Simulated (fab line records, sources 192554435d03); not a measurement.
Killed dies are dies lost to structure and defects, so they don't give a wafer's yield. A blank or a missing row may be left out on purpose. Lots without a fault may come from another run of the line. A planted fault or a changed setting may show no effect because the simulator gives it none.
Split-lot experiment | flow n5_finfet | 7 lots, 21 wafers read, on a route of 1938 steps

THE SPLIT
At N5_FIN_SAQP_PECVD_06 (deposits a-Si from SiH4/He, target thk 60 nm, time 48.1 s), the setting time_s was moved away from the recipe's 48.1 s on 8 of the 21 wafers read, by -12.8% to +6.0%. The other wafers ran this setting at the recipe's value.

FROM THE SPLIT TO THE READING: what the file shows between them, 5 steps
- N5_FIN_SAQP_THK_MEAS_07
- N5_FIN_SAQP_HM_DEP_72: deposits SiO2 from SiH4/N2O, target thk 12 nm, time 7.2 s
- N5_FIN_SAQP_COAT_49: time 60 s, resist thk 100 nm
- N5_FIN_SAQP_HM_OPEN_73: chemistry CHF3/O2, target SiO2, stops on a-Si, target depth 12 nm, time 16.8 s
- N5_FIN_SAQP_STRIP_74: strips in CHF3/O2

THE READING
oes_product_au, in a.u., at N5_FIN_SAQP_MANDREL_ETCH_22 (etches a-Si in HBr/Cl2, stops on SiNx, target depth 60 nm, bt time 10 s, time 30 s). Fault-free wafers of this fab line usually give 0.764 a.u., standard deviation 0.014 a.u..

wafer  | tool, chamber at the split | time_s as run, s | against the recipe | oes_product_au, a.u. | against lot-mates on the recipe
L077.2 | pecvd-04, 0                | 44.05            | -8.4%              | 0.721                | -0.046
L077.4 | pecvd-04, 2                | 44.05            | -8.4%              | 0.724                | -0.043
L077.6 | pecvd-04, 1                | 48.1             | recipe             | 0.767                | -
L078.1 | pecvd-04, 2                | 48.1             | recipe             | 0.763                | -
L078.5 | pecvd-04, 1                | 41.92            | -12.8%             | 0.704                | -0.066
L078.6 | pecvd-04, 2                | 48.1             | recipe             | 0.776                | -
L079.4 | pecvd-03, 1                | 48.1             | recipe             | 0.807                | -
L079.5 | pecvd-03, 2                | 48.1             | recipe             | 0.793                | -
L079.6 | pecvd-03, 0                | 48.1             | recipe             | 0.805                | -
L082.1 | pecvd-04, 1                | 48.1             | recipe             | 0.769                | -
L082.4 | pecvd-04, 1                | 44.34            | -7.8%              | 0.734                | -0.038
L082.6 | pecvd-04, 0                | 48.1             | recipe             | 0.776                | -
L084.3 | pecvd-03, 1                | 48.1             | recipe             | 0.747                | -
L084.4 | pecvd-03, 0                | 48.1             | recipe             | 0.764                | -
L084.5 | pecvd-03, 1                | 48.1             | recipe             | 0.769                | -
L086.2 | pecvd-03, 0                | 51               | +6.0%              | 0.816                | +0.044
L086.3 | pecvd-03, 2                | 48.1             | recipe             | 0.772                | -
L086.4 | pecvd-03, 0                | 51               | +6.0%              | 0.795                | +0.023
L089.1 | pecvd-03, 2                | 48.1             | recipe             | 0.762                | -
L089.3 | pecvd-03, 0                | 42.21            | -12.2%             | 0.706                | -0.056
L089.5 | pecvd-03, 0                | 42.21            | -12.2%             | 0.720                | -0.042

THE FIT
A straight line over all 21 wafers: oes_product_au changes by +0.00535 a.u. for each +1% of time_s; r = +0.90; the points scatter about the line by 0.015 a.u..
The same after taking each lot's own level away (the mean of its wafers on the recipe; 21 wafers): +0.00477 a.u. for each +1%; r = +0.96; scatter 0.0075 a.u..
On that fit, the largest move of time_s shifts the reading by 0.061 a.u..
The lots' own levels span 0.7600 to 0.8017 a.u., that is 3.0 times the standard deviation above.
So the lot-to-lot level changes the slope: the two fits differ.
Check: with one of the wafers moved furthest among these (-12.8%) left out of the fit, the line predicts -0.0591 a.u. for it against its lot-mates. It came out at -0.0655 a.u. against them.

OTHER SPLITS ON THESE WAFERS
These wafers also went through other splits before the reading. Each is held against what the fit with the lots' levels taken away leaves over:
other split on the same wafers          | wafers away from the commonest value | r with oes_product_au (lot level and that fit taken away)
N5_ZERO_LAYER_EXPOSE_08 dose_mj         | 8                                    | -0.09
N5_ZERO_LAYER_DEVELOP_10 develop_time_s | 9                                    | -0.18
N5_WELL_APT_EXPOSE_22 dose_mj           | 10                                   | +0.01
N5_WELL_APT_PEB_23 peb_time_s           | 8                                    | -0.07
N5_FIN_SAQP_PECVD_48 time_s             | 6                                    | -0.19

THE WHOLE CHAIN: every reading that the file lists as answering this split, in the file's order
step                        | what it does                                                                       | reading                                                                           | change (the file's fit)                   | r (the file's)
N5_FIN_SAQP_PECVD_06        | deposits a-Si from SiH4/He, target thk 60 nm, time 48.1 s                          | a-Si_of_FIN_SAQP_PECVD_06.thk_nm (the simulator's own value, which no gauge read) | +0.584 nm for each +1% of the setting     | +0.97
N5_FIN_SAQP_THK_MEAS_07     |                                                                                    | thk_nm                                                                            | withheld for each +1% of the setting      | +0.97
N5_FIN_SAQP_MANDREL_ETCH_22 | etches a-Si in HBr/Cl2, stops on SiNx, target depth 60 nm, bt time 10 s, time 30 s | oes_product_au                                                                    | +0.00479 a.u. for each +1% of the setting | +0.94
N5_FIN_SAQP_MANDREL_ETCH_22 | etches a-Si in HBr/Cl2, stops on SiNx, target depth 60 nm, bt time 10 s, time 30 s | etch.depth_nm (the simulator's own value, which no gauge read)                    | +0.584 nm for each +1% of the setting     | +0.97
N5_FIN_SAQP_SPACER1_ALD_24  | deposits SiO2, target thk 20.3 nm, pulse time 1 s, purge time 2 s                  | a-Si_of_FIN_SAQP_PECVD_06.thk_nm (the simulator's own value, which no gauge read) | +0.586 nm for each +1% of the setting     | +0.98

THE FILE'S OWN FIT
oes_product_au changes by +0.00479 a.u. for each +1% of time_s, r = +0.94.
